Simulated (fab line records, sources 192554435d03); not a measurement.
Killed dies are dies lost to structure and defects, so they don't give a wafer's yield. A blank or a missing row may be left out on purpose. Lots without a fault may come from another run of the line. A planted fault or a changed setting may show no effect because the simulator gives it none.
Split-lot experiment | flow n5_finfet | 7 lots, 39 wafers read, on a route of 1938 steps

THE SPLIT
At N5_BEOL_M5_PECVD_70 (deposits SiO2 from TEOS/O2, target thk 16 nm, time 18 s), the setting time_s was moved away from the recipe's 18 s on 12 of the 39 wafers read, by -46.2% to +39.8%. The other wafers ran this setting at the recipe's value.

The reading is taken at the split's own step.

THE READING
SiO2_of_BEOL_M5_PECVD_70.thk_nm (the simulator's own value, which no gauge read), in nm, at N5_BEOL_M5_PECVD_70 (deposits SiO2 from TEOS/O2, target thk 16 nm, time 18 s). The file gives no usual value for it. The 27 wafers here that ran the recipe average 16.0 nm, standard deviation 0.22 nm.

wafer  | tool, chamber at the split | time_s as run, s | against the recipe | SiO2_of_BEOL_M5_PECVD_70.thk_nm, nm | against lot-mates on the recipe
L075.1 | pecvd-01, 2,0              | 14.25            | -20.8%             | 12.6                                | -3.7
L075.2 | pecvd-01, 2,0              | 14.25            | -20.8%             | 12.6                                | -3.7
L075.3 | pecvd-01, 1                | 18               | recipe             | 16                                  | -
L075.4 | pecvd-01, 0,1              | 18               | recipe             | 16.4                                | -
L075.5 | pecvd-01, 0,1              | 18               | recipe             | 16.4                                | -
L075.6 | pecvd-01, 2                | 14.25            | -20.8%             | 12.8                                | -3.5
L077.1 | pecvd-02, 1                | 9.678            | -46.2%             | 8.6                                 | -7.3
L077.5 | pecvd-02, 1                | 9.678            | -46.2%             | 8.6                                 | -7.3
L077.2 | pecvd-02, 2                | 18               | recipe             | 15.8                                | -
L077.3 | pecvd-02, 0,2              | 18               | recipe             | 16                                  | -
L077.4 | pecvd-02, 0,2              | 18               | recipe             | 16                                  | -
L077.6 | pecvd-02, 0                | 9.678            | -46.2%             | 9                                   | -6.9
L080.2 | pecvd-02, 1                | 18               | recipe             | 16                                  | -
L080.5 | pecvd-02, 2                | 18               | recipe             | 16.4                                | -
L080.6 | pecvd-02, 1                | 18               | recipe             | 16.2                                | -
L082.1 | pecvd-01, 2,1              | 18               | recipe             | 15.8                                | -
L082.2 | pecvd-01, 2,1              | 18               | recipe             | 15.8                                | -
L082.3 | pecvd-01, 0,2              | 18               | recipe             | 16                                  | -
L082.5 | pecvd-01, 0,2              | 18               | recipe             | 16                                  | -
L082.4 | pecvd-01, 0,1              | 18               | recipe             | 16.2                                | -
L082.6 | pecvd-01, 0,1              | 18               | recipe             | 16.2                                | -
L084.1 | pecvd-02, 0,1,1            | 18               | recipe             | 16                                  | -
L084.3 | pecvd-02, 0,1,1            | 18               | recipe             | 16                                  | -
L084.6 | pecvd-02, 0,1,1            | 18               | recipe             | 16                                  | -
L084.2 | pecvd-02, 1                | 18               | recipe             | 15.8                                | -
L084.4 | pecvd-02, 0                | 18               | recipe             | 16.2                                | -
L084.5 | pecvd-02, 0                | 18               | recipe             | 16.2                                | -
L086.1 | pecvd-02, 1                | 18               | recipe             | 15.4                                | -
L086.2 | pecvd-02, 0                | 25.16            | +39.8%             | 22                                  | +6.3
L086.3 | pecvd-02, 1,0              | 25.16            | +39.8%             | 22.2                                | +6.5
L086.4 | pecvd-02, 1,0              | 25.16            | +39.8%             | 22.2                                | +6.5
L086.5 | pecvd-02, 1                | 18               | recipe             | 15.8                                | -
L086.6 | pecvd-02, 0                | 18               | recipe             | 16                                  | -
L091.1 | pecvd-01, 0                | 18               | recipe             | 16                                  | -
L091.2 | pecvd-01, 2                | 24.47            | +35.9%             | 21.2                                | +5.2
L091.3 | pecvd-01, 1                | 24.47            | +35.9%             | 21.4                                | +5.4
L091.4 | pecvd-01, 2                | 18               | recipe             | 15.8                                | -
L091.5 | pecvd-01, 0                | 24.47            | +35.9%             | 21.8                                | +5.8
L091.6 | pecvd-01, 1                | 18               | recipe             | 16.2                                | -
Where a row lists several chambers, the file gives one row for several wafers and doesn't say which wafer went through which chamber.

THE FIT
A straight line over all 39 wafers: SiO2_of_BEOL_M5_PECVD_70.thk_nm changes by +0.155 nm for each +1% of time_s; r = +1.00; the points scatter about the line by 0.22 nm.
The same after taking each lot's own level away (the mean of its wafers on the recipe; 39 wafers): +0.158 nm for each +1%; r = +1.00; scatter 0.21 nm.
On that fit, the largest move of time_s shifts the reading by 7.3 nm.
The lots' own levels span 15.73 to 16.27 nm, that is 2.4 times the standard deviation above.
So the lot-to-lot level changes the slope little: the two slopes agree.
Check: with one of the wafers moved furthest among these (-46.2%) left out of the fit, the line predicts -7.31 nm for it against its lot-mates. It came out at -7.33 nm against them.

OTHER SPLITS ON THESE WAFERS
These wafers also went through other splits before the reading. Each is held against what the fit with the lots' levels taken away leaves over:
other split on the same wafers           | wafers away from the commonest value | r with SiO2_of_BEOL_M5_PECVD_70.thk_nm (lot level and that fit taken away)
N5_BEOL_M2_TRENCH_ETCH_37 target_depth_a | 12                                   | +0.20

THE FILE'S OWN FIT
SiO2_of_BEOL_M5_PECVD_70.thk_nm changes by +0.158 nm for each +1% of time_s, r = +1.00.
